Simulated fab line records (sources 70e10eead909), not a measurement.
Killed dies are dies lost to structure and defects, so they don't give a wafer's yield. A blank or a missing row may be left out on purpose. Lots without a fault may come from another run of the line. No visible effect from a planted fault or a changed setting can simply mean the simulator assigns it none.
Chamber matching :: flow nandHarc :: cmp-01 running NHARC_A_WL_FILL_CMP_12: 4 sister chambers
The step polishes, t overpolish 30 s, target thk 75 nm. 20 wafers are shown with their chamber, then 10 later ones without.

## WAFERS WITH THEIR CHAMBER
wafer: L074.2
chamber: 2
motorCurrentA (A): 13.2
timeToEndpointS (s): 15.3
overpolishRunS (s): 29.998

wafer: L074.3
chamber: 3
motorCurrentA (A): 12.3
timeToEndpointS (s): 10.3
overpolishRunS (s): 30.006

wafer: L074.5
chamber: 0
motorCurrentA (A): 11.1
timeToEndpointS (s): 12.4
overpolishRunS (s): 29.986

wafer: L079.1
chamber: 3
motorCurrentA (A): 12.2
timeToEndpointS (s): 12.3
overpolishRunS (s): 30.014

wafer: L079.5
chamber: 0
motorCurrentA (A): 11.0
timeToEndpointS (s): 13.7
overpolishRunS (s): 30.004

wafer: L079.6
chamber: 3
motorCurrentA (A): 12.6
timeToEndpointS (s): 14.7
overpolishRunS (s): 29.987

wafer: L084.3
chamber: 3
motorCurrentA (A): 12.4
timeToEndpointS (s): 12.1
overpolishRunS (s): 30.000

wafer: L084.4
chamber: 1
motorCurrentA (A): 15.8
timeToEndpointS (s): 12.9
overpolishRunS (s): 30.001

wafer: L084.6
chamber: 1
motorCurrentA (A): 15.1
timeToEndpointS (s): 15.3
overpolishRunS (s): 29.990

wafer: L080.4
chamber: 2
motorCurrentA (A): 13.1
timeToEndpointS (s): 18.6
overpolishRunS (s): 29.989

wafer: L080.5
chamber: 2
motorCurrentA (A): 12.7
timeToEndpointS (s): 15.2
overpolishRunS (s): 30.008

wafer: L080.6
chamber: 1
motorCurrentA (A): 15.0
timeToEndpointS (s): 13.5
overpolishRunS (s): 30.009

wafer: L082.1
chamber: 2
motorCurrentA (A): 13.4
timeToEndpointS (s): 13.3
overpolishRunS (s): 29.994

wafer: L082.4
chamber: 3
motorCurrentA (A): 11.8
timeToEndpointS (s): 11.9
overpolishRunS (s): 30.014

wafer: L082.5
chamber: 2
motorCurrentA (A): 12.7
timeToEndpointS (s): 14.4
overpolishRunS (s): 29.990

wafer: L081.3
chamber: 3
motorCurrentA (A): 11.4
timeToEndpointS (s): 8.9
overpolishRunS (s): 30.000

wafer: L081.4
chamber: 2
motorCurrentA (A): 13.3
timeToEndpointS (s): 14.2
overpolishRunS (s): 30.005

wafer: L081.6
chamber: 0
motorCurrentA (A): 11.4
timeToEndpointS (s): 10.1
overpolishRunS (s): 30.015

wafer: L089.1
chamber: 0
motorCurrentA (A): 11.4
timeToEndpointS (s): 14.9
overpolishRunS (s): 30.011

wafer: L089.3
chamber: 1
motorCurrentA (A): 15.4
timeToEndpointS (s): 15.4
overpolishRunS (s): 30.001

SIGNATURES (averages over the wafers above)
reading: motorCurrentA
chamber 0: 11.225
chamber 1: 15.325
chamber 2: 13.067
chamber 3: 12.117
scatter within a chamber: 0.348

reading: timeToEndpointS
chamber 0: 12.775
chamber 1: 14.275
chamber 2: 15.167
chamber 3: 11.700
scatter within a chamber: 1.83

reading: overpolishRunS
chamber 0: 30.00400
chamber 1: 30.00025
chamber 2: 29.99733
chamber 3: 30.00350
scatter within a chamber: 0.00971
Rule: for each reading, subtract the chamber's mean from the wafer's reading, divide by that reading's scatter and square the result; add these up over the readings and take the root, which gives the wafer's distance from the chamber. If the next closest chamber is less than 2 further off than the closest, the wafer can't be placed; otherwise it belongs to the closest. The scatter is the square root of a quotient: the sum, over the shown wafers, of each reading's squared deviation from its chamber's mean, divided by wafers minus chambers.

## WAFERS WITH NO CHAMBER GIVEN
wafer: L089.4
motorCurrentA (A): 11.9
timeToEndpointS (s): 9.4
overpolishRunS (s): 29.993

wafer: L090.3
motorCurrentA (A): 11.8
timeToEndpointS (s): 9.0
overpolishRunS (s): 30.004

wafer: L090.5
motorCurrentA (A): 12.3
timeToEndpointS (s): 16.7
overpolishRunS (s): 29.998

wafer: L090.6
motorCurrentA (A): 12.1
timeToEndpointS (s): 12.5
overpolishRunS (s): 30.000

wafer: L093.1
motorCurrentA (A): 12.2
timeToEndpointS (s): 11.9
overpolishRunS (s): 29.995

wafer: L093.3
motorCurrentA (A): 11.5
timeToEndpointS (s): 13.4
overpolishRunS (s): 30.006

wafer: L093.4
motorCurrentA (A): 12.1
timeToEndpointS (s): 15.2
overpolishRunS (s): 30.002

wafer: L095.1
motorCurrentA (A): 12.7
timeToEndpointS (s): 16.7
overpolishRunS (s): 29.997

wafer: L095.5
motorCurrentA (A): 12.2
timeToEndpointS (s): 9.9
overpolishRunS (s): 30.011

wafer: L095.6
motorCurrentA (A): 11.3
timeToEndpointS (s): 12.8
overpolishRunS (s): 30.000

## WHICH CHAMBER EACH ONE RAN IN
wafer: L089.4
from the rows above: can't be placed: 3 or 0
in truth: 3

wafer: L090.3
from the rows above: can't be placed: 3 or 0
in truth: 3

wafer: L090.5
from the rows above: can't be placed: 2 or 3 or 0
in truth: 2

wafer: L090.6
from the rows above: can't be placed: 3 or 0
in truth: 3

wafer: L093.1
from the rows above: 3
in truth: 3

wafer: L093.3
from the rows above: can't be placed: 0 or 3
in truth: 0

wafer: L093.4
from the rows above: can't be placed: 3 or 2 or 0
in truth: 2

wafer: L095.1
from the rows above: can't be placed: 2 or 3
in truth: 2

wafer: L095.5
from the rows above: 3
in truth: 3

wafer: L095.6
from the rows above: can't be placed: 0 or 3
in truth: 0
Placed correctly: 2 of 10. From these rows, 8 cannot be placed; in 8 the true chamber is one of the candidates. 0 placed wrongly.
